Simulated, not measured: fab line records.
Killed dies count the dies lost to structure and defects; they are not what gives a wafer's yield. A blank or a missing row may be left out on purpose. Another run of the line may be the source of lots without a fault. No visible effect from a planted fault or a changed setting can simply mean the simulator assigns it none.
Chamber matching + flow n5-finfet + 3 sister chambers for N5_BEOL_M8_CURE_75 on uv-cure-02
The step cures SiCOH lowk, time 120 s. 6 wafers are shown with their chamber, then 9 later ones without.

== WAFERS WITH THEIR CHAMBER ==
| wafer  | chamber | wafer_temp_C_max | lamp-power-pct (%) |
|--------|---------|------------------|--------------------|
| L087.4 | 0       | 370.9            | 52.31              |
| L087.5 | 0       | 371.3            | 52.29              |
| L091.3 | 2       | 371.7            | 52.40              |
| L091.5 | 2       | 372.2            | 52.36              |
| L092.4 | 1       | 370.7            | 52.24              |
| L092.5 | 1       | 370.8            | 52.24              |

== WAFERS WHOSE CHAMBER IS MISSING ==
| wafer  | wafer_temp_C_max | lamp-power-pct (%) |
|--------|------------------|--------------------|
| L094.2 | 371.2            | 52.35              |
| L094.4 | 370.9            | 52.30              |
| L094.6 | 371.3            | 52.29              |
| L095.1 | 372.5            | 52.33              |
| L095.3 | 372.2            | 52.26              |
| L095.5 | 372.6            | 52.33              |
| L096.2 | 371.1            | 52.34              |
| L096.4 | 371.6            | 52.40              |
| L096.6 | 371.4            | 52.26              |

== WHICH CHAMBER EACH ONE RAN IN ==
| wafer  | from the rows above          | in truth                   |
|--------|------------------------------|----------------------------|
| L094.2 | can't be placed: 0 or 2      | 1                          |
| L094.4 | 0                            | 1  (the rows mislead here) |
| L094.6 | 0                            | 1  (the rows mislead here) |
| L095.1 | 2                            | 2                          |
| L095.3 | can't be placed: 0 or 1 or 2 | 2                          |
| L095.5 | 2                            | 2                          |
| L096.2 | can't be placed: 0 or 2      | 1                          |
| L096.4 | 2                            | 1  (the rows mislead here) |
| L096.6 | can't be placed: 0 or 1      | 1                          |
Placed correctly: 2 of 9. From these rows, 4 cannot be placed; in 2 the true chamber is one of the candidates. 3 placed wrongly.
How it was worked out, from the rows above alone: a wafer's distance from a chamber is the root of the sum, over the readings, of the square of ((its reading less the chamber's mean) divided by the reading's scatter). If the next closest chamber is less than 2 further off than the closest, the wafer can't be placed; otherwise it belongs to the closest. A chamber's mean is the mean of its shown wafers. How the scatter is found: for the shown wafers, subtract from each reading the mean of its chamber, square and add these, divide the total by (wafers less chambers), then take the root.
